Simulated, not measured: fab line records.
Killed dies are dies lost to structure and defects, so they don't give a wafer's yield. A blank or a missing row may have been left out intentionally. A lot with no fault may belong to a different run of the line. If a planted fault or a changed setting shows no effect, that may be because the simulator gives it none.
Which tool was responsible? :: flow n5_finfet :: Sampling: 8 lots, 24 wafers, 5 of 1938 route steps

== WHAT THE GAUGES SHOWED, per wafer ==
N5_BEOL_M4_RC_MEAS_101. Usual: DIBL_N 36.0 mV/V, standard deviation 1.7; DIBL_P 36.2 mV/V, standard deviation 1.9; IOFF_N 0.154 nA/um, standard deviation 0.028; IOFF_P 0.21 nA/um, standard deviation 0.036; ION_N 675 uA/um, standard deviation 11; ION_P 463 uA/um, standard deviation 8.3; SS_N 71.4 mV/dec, standard deviation 0.63; SS_P 73.2 mV/dec, standard deviation 0.55; VT_N 250.2 mV, standard deviation 3; VT_P -251 mV, standard deviation 3.7.
lot: L661
measured: day 9 00:48
on: prober-02
DIBL_N (mV/V): 37.5 34.2 36.4
DIBL_P (mV/V): 37.4 33.4 35.8
IOFF_N (nA/um): 0.178 0.133 0.157
IOFF_P (nA/um): 0.29 0.23 0.26
ION_N (uA/um): 673 672 666
ION_P (uA/um): 469 475 468
SS_N (mV/dec): 71.7 70.0 71.2
SS_P (mV/dec): 73.6 73.3 73.5
VT_N (mV): 248.0 251.1 253.0
VT_P (mV): -242 -245 -243
flag: 

lot: L662
measured: day 9 05:26
on: prober-01
DIBL_N (mV/V): 35.0 38.3 39.0
DIBL_P (mV/V): 33.2 38.5 38.7
IOFF_N (nA/um): 0.116 0.186 0.196
IOFF_P (nA/um): 0.17 0.26 0.26
ION_N (uA/um): 670 688 700
ION_P (uA/um): 455 474 477
SS_N (mV/dec): 71.2 72.9 72.4
SS_P (mV/dec): 73.0 73.9 73.9
VT_N (mV): 252.2 245.6 245.2
VT_P (mV): -252 -247 -246
flag: 

lot: L663
measured: day 13 19:13
on: prober-01
DIBL_N (mV/V): 34.5 36.8 37.0
DIBL_P (mV/V): 35.1 38.3 39.3
IOFF_N (nA/um): 0.143 0.181 0.202
IOFF_P (nA/um): 0.19 0.23 0.26
ION_N (uA/um): 664 683 688
ION_P (uA/um): 458 470 469
SS_N (mV/dec): 71.8 71.7 72.3
SS_P (mV/dec): 73.2 74.0 73.5
VT_N (mV): 250.0 249.0 244.7
VT_P (mV): -254 -251 -247
flag: 

lot: L674
measured: day 13 08:44
on: prober-02
DIBL_N (mV/V): 33.4 36.1 36.1
DIBL_P (mV/V): 33.4 36.3 36.0
IOFF_N (nA/um): 0.116 0.161 0.152
IOFF_P (nA/um): 0.18 0.22 0.21
ION_N (uA/um): 651 667 667
ION_P (uA/um): 457 461 459
SS_N (mV/dec): 70.2 71.7 72.3
SS_P (mV/dec): 72.5 73.4 72.6
VT_N (mV): 254.3 250.3 252.9
VT_P (mV): -250 -248 -251
flag: 

lot: L681
measured: day 15 06:22
on: prober-01
DIBL_N (mV/V): 35.8 36.0 39.1
DIBL_P (mV/V): 35.9 36.7 38.8
IOFF_N (nA/um): 0.150 0.158 0.214
IOFF_P (nA/um): 0.18 0.20 0.23
ION_N (uA/um): 663 665 697
ION_P (uA/um): 453 462 468
SS_N (mV/dec): 71.1 71.2 71.9
SS_P (mV/dec): 72.5 72.8 73.2
VT_N (mV): 251.4 247.5 244.7
VT_P (mV): -251 -249 -251
flag: 

lot: L682
measured: day 15 06:41
on: prober-02
DIBL_N (mV/V): 37.4 37.1 34.3
DIBL_P (mV/V): 39.0 37.7 34.6
IOFF_N (nA/um): 0.203 0.182 0.134
IOFF_P (nA/um): 0.29 0.27 0.21
ION_N (uA/um): 690 676 668
ION_P (uA/um): 476 471 466
SS_N (mV/dec): 71.6 71.2 70.7
SS_P (mV/dec): 74.1 73.0 72.8
VT_N (mV): 243.0 246.8 252.2
VT_P (mV): -243 -244 -243
flag: 

lot: L683
measured: day 15 08:19
on: prober-01
DIBL_N (mV/V): 36.7 37.2 36.0
DIBL_P (mV/V): 35.6 37.2 34.8
IOFF_N (nA/um): 0.158 0.174 0.164
IOFF_P (nA/um): 0.24 0.26 0.23
ION_N (uA/um): 666 677 686
ION_P (uA/um): 465 471 477
SS_N (mV/dec): 71.5 71.2 71.5
SS_P (mV/dec): 73.4 73.7 73.0
VT_N (mV): 252.7 247.7 248.4
VT_P (mV): -247 -243 -247
flag: 

lot: L684
measured: day 15 11:02
on: prober-02
DIBL_N (mV/V): 36.1 35.9 37.9
DIBL_P (mV/V): 36.9 34.8 39.6
IOFF_N (nA/um): 0.145 0.148 0.192
IOFF_P (nA/um): 0.21 0.19 0.25
ION_N (uA/um): 660 662 697
ION_P (uA/um): 455 456 471
SS_N (mV/dec): 71.4 71.4 72.3
SS_P (mV/dec): 73.0 72.7 73.9
VT_N (mV): 253.2 252.0 247.7
VT_P (mV): -253 -252 -249
flag: 

== WHICH TOOL RAN EACH LOT (tool, then ch and the chambers of the sampled wafers, then the start) ==
lot: L661
N5_FIN_SAQP_DESCUM_21: rie_diel-03 ch 0,1, day 1 21:24
N5_FIN_SAQP_ETCH_52: rie_diel-03 ch 0,1, day 1 21:29
N5_FIN_SAQP_SPACER1_ALD_24: ald_sin-02 ch 0,2,3, day 1 22:29
N5_FIN_SAQP_MANDREL_ETCH_58: rie_si-01 ch 0,1,2, day 1 23:35

lot: L662
N5_FIN_SAQP_DESCUM_21: rie_diel-05 ch 1,2,3, day 2 03:16
N5_FIN_SAQP_ETCH_52: rie_diel-05 ch 1,2,3, day 2 03:22
N5_FIN_SAQP_SPACER1_ALD_24: ald_sin-03 ch 0,2, day 2 04:25
N5_FIN_SAQP_MANDREL_ETCH_58: rie_si-03 ch 0,2,3, day 2 05:34

lot: L663
N5_FIN_SAQP_DESCUM_21: rie_diel-03 ch 0,1,2, day 2 09:56
N5_FIN_SAQP_ETCH_52: rie_diel-03 ch 0,1,2, day 2 10:01
N5_FIN_SAQP_SPACER1_ALD_24: ald_sin-01 ch 0,3, day 2 11:05
N5_FIN_SAQP_MANDREL_ETCH_58: rie_si-01 ch 0,3, day 2 12:23

lot: L674
N5_FIN_SAQP_DESCUM_21: rie_diel-01 ch 0,1,2, day 5 04:43
N5_FIN_SAQP_ETCH_52: rie_diel-01 ch 0,1,2, day 5 04:48
N5_FIN_SAQP_SPACER1_ALD_24: ald_sin-02 ch 2,3, day 5 05:49
N5_FIN_SAQP_MANDREL_ETCH_58: rie_si-01 ch 0,1, day 5 07:24

lot: L681
N5_FIN_SAQP_DESCUM_21: rie_diel-01 ch 0,1,3, day 7 00:49
N5_FIN_SAQP_ETCH_52: rie_diel-01 ch 0,1,3, day 7 00:54
N5_FIN_SAQP_SPACER1_ALD_24: ald_sin-01 ch 2,3, day 7 01:56
N5_FIN_SAQP_MANDREL_ETCH_58: rie_si-03 ch 0,1, day 7 03:04

lot: L682
N5_FIN_SAQP_DESCUM_21: rie_diel-05 ch 0,1, day 7 06:26
N5_FIN_SAQP_ETCH_52: rie_diel-05 ch 0,1, day 7 06:32
N5_FIN_SAQP_SPACER1_ALD_24: ald_sin-03 ch 1,2, day 7 07:38
N5_FIN_SAQP_MANDREL_ETCH_58: rie_si-05 ch 0,1,3, day 7 08:52

lot: L683
N5_FIN_SAQP_DESCUM_21: rie_diel-03 ch 0,1, day 7 12:38
N5_FIN_SAQP_ETCH_52: rie_diel-03 ch 0,1, day 7 12:44
N5_FIN_SAQP_SPACER1_ALD_24: ald_sin-02 ch 0,3, day 7 14:07
N5_FIN_SAQP_MANDREL_ETCH_58: rie_si-03 ch 0,1,2, day 7 15:14

lot: L684
N5_FIN_SAQP_DESCUM_21: rie_diel-05 ch 1,2, day 7 16:40
N5_FIN_SAQP_ETCH_52: rie_diel-05 ch 1,2, day 7 16:45
N5_FIN_SAQP_SPACER1_ALD_24: ald_sin-01 ch 0,3, day 7 17:46
N5_FIN_SAQP_MANDREL_ETCH_58: rie_si-05 ch 0,1,3, day 7 18:54
- N5_FIN_SAQP_DESCUM_21: chemistry O2, time 7.9 s.
- N5_FIN_SAQP_ETCH_52: etches SOC in N2/H2, target depth 100 nm, overetch 20 nm, time 150 s.
- N5_FIN_SAQP_SPACER1_ALD_24: deposits SiO2, target thk 20.3 nm, pulse time 1 s, purge time 2 s.
- N5_FIN_SAQP_MANDREL_ETCH_58: etches a-Si in HBr/Cl2, stops on SiNx, target depth 45 nm, bt time 10 s, time 27 s.

== AS READ BY THE TOOLS THEMSELVES (means over the sampled wafers that have a number; for cases with no such wafer, the mark the record gives instead) ==
N5_FIN_SAQP_DESCUM_21. Usual: chamber_pressure_mTorr 19.998 mTorr, standard deviation 0.019; drypump_motor_current_A 5.9 A, standard deviation 0.47; oes_product_au 0.81 a.u., standard deviation 0.096; rf_vpp_V 243.2 V, standard deviation 1.3; showerhead_plenum_p_Torr 2.10 Torr, standard deviation 0.067; throttle_valve_pct 20.42 %, standard deviation 0.24.
lot: L661
tool: rie_diel-03
chamber_pressure_mTorr (mTorr): 19.988
drypump_motor_current_A (A): 6.2
oes_product_au (a.u.): 0.86
rf_vpp_V (V): 242.8
showerhead_plenum_p_Torr (Torr): 2.08
throttle_valve_pct (%): 20.33
flag: 

lot: L662
tool: rie_diel-05
chamber_pressure_mTorr (mTorr): 19.992
drypump_motor_current_A (A): 5.8
oes_product_au (a.u.): 0.73
rf_vpp_V (V): 243.2
showerhead_plenum_p_Torr (Torr): 2.11
throttle_valve_pct (%): 20.45
flag: 

lot: L663
tool: rie_diel-03
chamber_pressure_mTorr (mTorr): 20.007
drypump_motor_current_A (A): 6.4
oes_product_au (a.u.): 0.86
rf_vpp_V (V): 243.8
showerhead_plenum_p_Torr (Torr): 2.11
throttle_valve_pct (%): 20.41
flag: 

lot: L674
tool: rie_diel-01
chamber_pressure_mTorr (mTorr): 19.983
drypump_motor_current_A (A): 6.0
oes_product_au (a.u.): 0.81
rf_vpp_V (V): 243.5
showerhead_plenum_p_Torr (Torr): 2.08
throttle_valve_pct (%): 20.33
flag: 

lot: L681
tool: rie_diel-01
chamber_pressure_mTorr (mTorr): 20.000
drypump_motor_current_A (A): 5.9
oes_product_au (a.u.): 0.81
rf_vpp_V (V): 241.1
showerhead_plenum_p_Torr (Torr): 1.99
throttle_valve_pct (%): 20.28
flag: 

lot: L682
tool: rie_diel-05
chamber_pressure_mTorr (mTorr): 19.989
drypump_motor_current_A (A): 5.6
oes_product_au (a.u.): 0.90
rf_vpp_V (V): 242.9
showerhead_plenum_p_Torr (Torr): 2.09
throttle_valve_pct (%): 20.16
flag: 

lot: L683
tool: rie_diel-03
chamber_pressure_mTorr (mTorr): 19.999
drypump_motor_current_A (A): 6.2
oes_product_au (a.u.): 0.85
rf_vpp_V (V): 242.7
showerhead_plenum_p_Torr (Torr): 2.06
throttle_valve_pct (%): 20.30
flag: 

lot: L684
tool: rie_diel-05
chamber_pressure_mTorr (mTorr): 19.990
drypump_motor_current_A (A): 5.8
oes_product_au (a.u.): 0.82
rf_vpp_V (V): 243.5
showerhead_plenum_p_Torr (Torr): 2.14
throttle_valve_pct (%): 20.45
flag: 

N5_FIN_SAQP_ETCH_52. Usual: chamber_pressure_mTorr 30.000 mTorr, standard deviation 0.025; drypump_motor_current_A 5.9 A, standard deviation 0.46; oes_product_au 0.72 a.u., standard deviation 0.081; rf_vpp_V 524.2 V, standard deviation 2.2; showerhead_plenum_p_Torr 2.56 Torr, standard deviation 0.083; throttle_valve_pct 17.82 %, standard deviation 0.24.
lot: L661
tool: rie_diel-03
chamber_pressure_mTorr (mTorr): 29.997
drypump_motor_current_A (A): 6.2
oes_product_au (a.u.): 0.77
rf_vpp_V (V): 524.5
showerhead_plenum_p_Torr (Torr): 2.54
throttle_valve_pct (%): 17.89
flag: 

lot: L662
tool: rie_diel-05
chamber_pressure_mTorr (mTorr): 29.992
drypump_motor_current_A (A): 5.8
oes_product_au (a.u.): 0.65
rf_vpp_V (V): 524.2
showerhead_plenum_p_Torr (Torr): 2.55
throttle_valve_pct (%): 17.83
flag: 

lot: L663
tool: rie_diel-03
chamber_pressure_mTorr (mTorr): 30.033
drypump_motor_current_A (A): 6.4
oes_product_au (a.u.): 0.76
rf_vpp_V (V): 524.3
showerhead_plenum_p_Torr (Torr): 2.57
throttle_valve_pct (%): 17.85
flag: 

lot: L674
tool: rie_diel-01
chamber_pressure_mTorr (mTorr): 29.986
drypump_motor_current_A (A): 6.0
oes_product_au (a.u.): 0.72
rf_vpp_V (V): 522.6
showerhead_plenum_p_Torr (Torr): 2.53
throttle_valve_pct (%): 17.74
flag: 

lot: L681
tool: rie_diel-01
chamber_pressure_mTorr (mTorr): 29.977
drypump_motor_current_A (A): 6.0
oes_product_au (a.u.): 0.72
rf_vpp_V (V): 520.9
showerhead_plenum_p_Torr (Torr): 2.42
throttle_valve_pct (%): 17.62
flag: 

lot: L682
tool: rie_diel-05
chamber_pressure_mTorr (mTorr): 29.994
drypump_motor_current_A (A): 5.6
oes_product_au (a.u.): 0.80
rf_vpp_V (V): 524.3
showerhead_plenum_p_Torr (Torr): 2.55
throttle_valve_pct (%): 17.61
flag: 

lot: L683
tool: rie_diel-03
chamber_pressure_mTorr (mTorr): 30.011
drypump_motor_current_A (A): 6.2
oes_product_au (a.u.): 0.76
rf_vpp_V (V): 522.2
showerhead_plenum_p_Torr (Torr): 2.52
throttle_valve_pct (%): 17.85
flag: 

lot: L684
tool: rie_diel-05
chamber_pressure_mTorr (mTorr): 30.005
drypump_motor_current_A (A): 5.8
oes_product_au (a.u.): 0.72
rf_vpp_V (V): 525.2
showerhead_plenum_p_Torr (Torr): 2.59
throttle_valve_pct (%): 17.83
flag: 

N5_FIN_SAQP_SPACER1_ALD_24. Usual: heater_power_w 465 W, standard deviation 47; precursor_pulse_height_rel 1.001, standard deviation 0.022; susceptor_temp_C 299.98 C, standard deviation 0.2.
lot: L661
tool: ald_sin-02
heater_power_w (W): 443
precursor_pulse_height_rel: 1.014
susceptor_temp_C (C): 300.00
flag: 

lot: L662
tool: ald_sin-03
heater_power_w (W): 498
precursor_pulse_height_rel: 0.980
susceptor_temp_C (C): 300.01
flag: 

lot: L663
tool: ald_sin-01
heater_power_w (W): 425
precursor_pulse_height_rel: 1.015
susceptor_temp_C (C): 300.10
flag: 

lot: L674
tool: ald_sin-02
heater_power_w (W): 483
precursor_pulse_height_rel: 1.008
susceptor_temp_C (C): 296.39
flag: OFF

lot: L681
tool: ald_sin-01
heater_power_w (W): 454
precursor_pulse_height_rel: 1.006
susceptor_temp_C (C): 299.89
flag: 

lot: L682
tool: ald_sin-03
heater_power_w (W): 465
precursor_pulse_height_rel: 1.000
susceptor_temp_C (C): 299.85
flag: 

lot: L683
tool: ald_sin-02
heater_power_w (W): 490
precursor_pulse_height_rel: 1.014
susceptor_temp_C (C): 299.85
flag: 

lot: L684
tool: ald_sin-01
heater_power_w (W): 425
precursor_pulse_height_rel: 1.003
susceptor_temp_C (C): 300.07
flag: 

N5_FIN_SAQP_MANDREL_ETCH_58. Usual: HBr_flow_sccm 150.0 sccm, standard deviation 0.5; chamber_pressure_mTorr 10.000 mTorr, standard deviation 0.01; drypump_motor_current_A 5.7 A, standard deviation 0.58; mfc_cl2_sccm 79.97 sccm, standard deviation 0.23; oes_product_au 0.699 a.u., standard deviation 0.0094; throttle_valve_pct 35.5 %, standard deviation 0.32.
lot: L661
tool: rie_si-01
HBr_flow_sccm (sccm): 150.2
chamber_pressure_mTorr (mTorr): 10.007
drypump_motor_current_A (A): 5.4
mfc_cl2_sccm (sccm): 80.01
oes_product_au (a.u.): 0.689
throttle_valve_pct (%): 35.1
flag: 

lot: L662
tool: rie_si-03
HBr_flow_sccm (sccm): 149.8
chamber_pressure_mTorr (mTorr): 10.002
drypump_motor_current_A (A): 5.5
mfc_cl2_sccm (sccm): 79.79
oes_product_au (a.u.): 0.701
throttle_valve_pct (%): 35.6
flag: 

lot: L663
tool: rie_si-01
HBr_flow_sccm (sccm): 150.0
chamber_pressure_mTorr (mTorr): 9.982
drypump_motor_current_A (A): 6.2
mfc_cl2_sccm (sccm): 80.01
oes_product_au (a.u.): 0.703
throttle_valve_pct (%): 35.4
flag: 

lot: L674
tool: rie_si-01
HBr_flow_sccm (sccm): 149.6
chamber_pressure_mTorr (mTorr): 10.004
drypump_motor_current_A (A): 5.1
mfc_cl2_sccm (sccm): 79.86
oes_product_au (a.u.): 0.695
throttle_valve_pct (%): 35.0
flag: 

lot: L681
tool: rie_si-03
HBr_flow_sccm (sccm): 149.9
chamber_pressure_mTorr (mTorr): 9.997
drypump_motor_current_A (A): 5.9
mfc_cl2_sccm (sccm): 79.84
oes_product_au (a.u.): 0.686
throttle_valve_pct (%): 35.7
flag: 

lot: L682
tool: rie_si-05
HBr_flow_sccm (sccm): 149.7
chamber_pressure_mTorr (mTorr): 9.999
drypump_motor_current_A (A): 5.7
mfc_cl2_sccm (sccm): 79.90
oes_product_au (a.u.): 0.700
throttle_valve_pct (%): 35.7
flag: 

lot: L683
tool: rie_si-03
HBr_flow_sccm (sccm): 150.2
chamber_pressure_mTorr (mTorr): 9.995
drypump_motor_current_A (A): 5.7
mfc_cl2_sccm (sccm): 80.17
oes_product_au (a.u.): 0.702
throttle_valve_pct (%): 35.6
flag: 

lot: L684
tool: rie_si-05
HBr_flow_sccm (sccm): 150.2
chamber_pressure_mTorr (mTorr): 10.005
drypump_motor_current_A (A): 5.7
mfc_cl2_sccm (sccm): 79.78
oes_product_au (a.u.): 0.707
throttle_valve_pct (%): 35.6
flag: 

== THE ANSWER, worked out from the rows above alone ==
Rule: lot off if the mean of its wafers having a number is beyond 3 standard deviations from the usual mean. A lot without any number at a reading at which 4 lots or more have one is off too. Where the step has rows for the other lots, those lots are counted as sound. The gauges are gone through in route order, then the tools' own readings, and for those a lot's mean is taken as printed above. At the first step where some lot is off, the reading lying furthest off is the one used; lots without a number count as furthest.
Off: L674, at N5_FIN_SAQP_SPACER1_ALD_24 (susceptor_temp_C).
A tool fits if, at that step or a process step before it, it ran every lot that is off, and no sound lot after the first of them. None of those tried fits.

== WHAT THE SIMULATOR HAD PUT IN ==
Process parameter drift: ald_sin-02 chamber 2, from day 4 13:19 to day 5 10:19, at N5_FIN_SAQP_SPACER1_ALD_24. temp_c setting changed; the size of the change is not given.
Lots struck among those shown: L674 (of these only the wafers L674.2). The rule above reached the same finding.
